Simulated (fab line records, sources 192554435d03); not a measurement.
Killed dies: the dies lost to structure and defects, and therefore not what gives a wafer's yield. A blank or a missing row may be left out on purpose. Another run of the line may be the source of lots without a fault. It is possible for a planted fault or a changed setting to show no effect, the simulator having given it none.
Split-lot trial    flow n5 finfet    on a route of 1938 steps: 7 lots, 21 wafers read

## ABOUT THE SPLIT
At N5_MOL_CONTACT_COAG_ALD_133 (deposits SiO2, target thk 5 nm, pulse time 1 s, co reactant pulse time 1 s), the setting ald cycles was moved away from the recipe's 35 on 7 of the 21 wafers read, by -14.3% to +14.3%. All remaining wafers had this setting at the recipe value.

The reading comes from the split's own step.

## THE READING
SiO2_of_MOL_CONTACT_COAG_ALD_133.thk nm (the simulator's own value, which no gauge read), in nm, at N5_MOL_CONTACT_COAG_ALD_133 (deposits SiO2, target thk 5 nm, pulse time 1 s, co reactant pulse time 1 s). There is no usual value for it anywhere in the file.

wafer   tool, chamber at the split  ald cycles as run  against the recipe  SiO2_of_MOL_CONTACT_COAG_ALD_133.thk nm, nm  against lot-mates on the recipe
L074.2  ald sin-03, 1               40                 +14.3%              5.8                                          +0.8
L074.3  ald sin-03, 0,2             35                 recipe              5                                            -
L074.5  ald sin-03, 0,2             35                 recipe              5                                            -
L080.2  ald sin-03, 0,1             35                 recipe              5                                            -
L080.6  ald sin-03, 0,1             35                 recipe              5                                            -
L080.5  ald sin-03, 2               39                 +11.4%              5.6                                          +0.6
L082.1  ald sin-03, 0,3,0           35                 recipe              5                                            -
L082.2  ald sin-03, 0,3,0           35                 recipe              5                                            -
L082.5  ald sin-03, 0,3,0           35                 recipe              5                                            -
L084.1  ald sin-02, 2               39                 +11.4%              5.6                                          +0.6
L084.2  ald sin-02, 1,0             35                 recipe              5                                            -
L084.3  ald sin-02, 1,0             35                 recipe              5                                            -
L087.1  ald sin-02, 2,1             35                 recipe              5                                            -
L087.3  ald sin-02, 2,1             35                 recipe              5                                            -
L087.6  ald sin-02, 0               32                 -8.6%               4.6                                          -0.4
L089.1  ald sin-02, 3               30                 -14.3%              4.4                                          -0.6
L089.4  ald sin-02, 2               30                 -14.3%              4.2                                          -0.8
L089.6  ald sin-02, 0               35                 recipe              5                                            -
L092.1  ald sin-03, 2,0             35                 recipe              5                                            -
L092.4  ald sin-03, 2,0             35                 recipe              5                                            -
L092.2  ald sin-03, 1               39                 +11.4%              5.6                                          +0.6
Rows listing several chambers each stand for several wafers; the file does not say which wafer went through which chamber.

THE FIT
A straight line over all 21 wafers: SiO2_of_MOL_CONTACT_COAG_ALD_133.thk nm changes by +0.0513 nm for each +1% of ald cycles; r = +1.00; the points scatter about the line by 0.037 nm.
The same after taking each lot's own level away (the mean of its wafers on the recipe; 21 wafers): +0.0513 nm for each +1%; r = +1.00; scatter 0.037 nm.
The reading moves by 0.73 nm for the largest change in ald cycles, on that fit.
The lots' own levels span 5.00 to 5.00 nm.
The two slopes are in agreement: the lot-to-lot level therefore moves the slope only a little.
Check: with one of the wafers moved furthest among these (-14.3%) left out of the fit, the line predicts -0.765 nm for it against its lot-mates. Against them it came out at -0.6 nm.

## THESE WAFERS: OTHER SPLITS
Other splits were also applied to these wafers ahead of the reading. Each is held against what the fit with the lots' levels taken away leaves over:
other split on the same wafers                wafers away from the commonest value  r with SiO2_of_MOL_CONTACT_COAG_ALD_133.thk nm (lot level and that fit taken away)
N5_ZERO_LAYER_PECVD_02 time s                 6                                     -0.05
N5_WELL_APT_EXPOSE_05 dose mj                 8                                     +0.39
N5_WELL_APT_DEVELOP_07 develop time s         4                                     +0.10
N5_DUMMY_GATE_COAT_09 spin rpm                6                                     +0.12
N5_SD_EPI_N_DESCUM_14 time s                  6                                     +0.13
N5_SDB_ETCH_18 time s                         7                                     -0.33
N5_HKMG_FIN_ETCH_35 bias w                    5                                     -0.22
N5_GATE_CUT_HM_DEP_46 time s                  8                                     +0.27
N5_MOL_CONTACT_COAG_CONTACT_ETCH_14 source w  6                                     -0.13

## FILE'S OWN FIT
SiO2_of_MOL_CONTACT_COAG_ALD_133.thk nm changes by +0.052 nm for each +1% of ald cycles, r = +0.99.
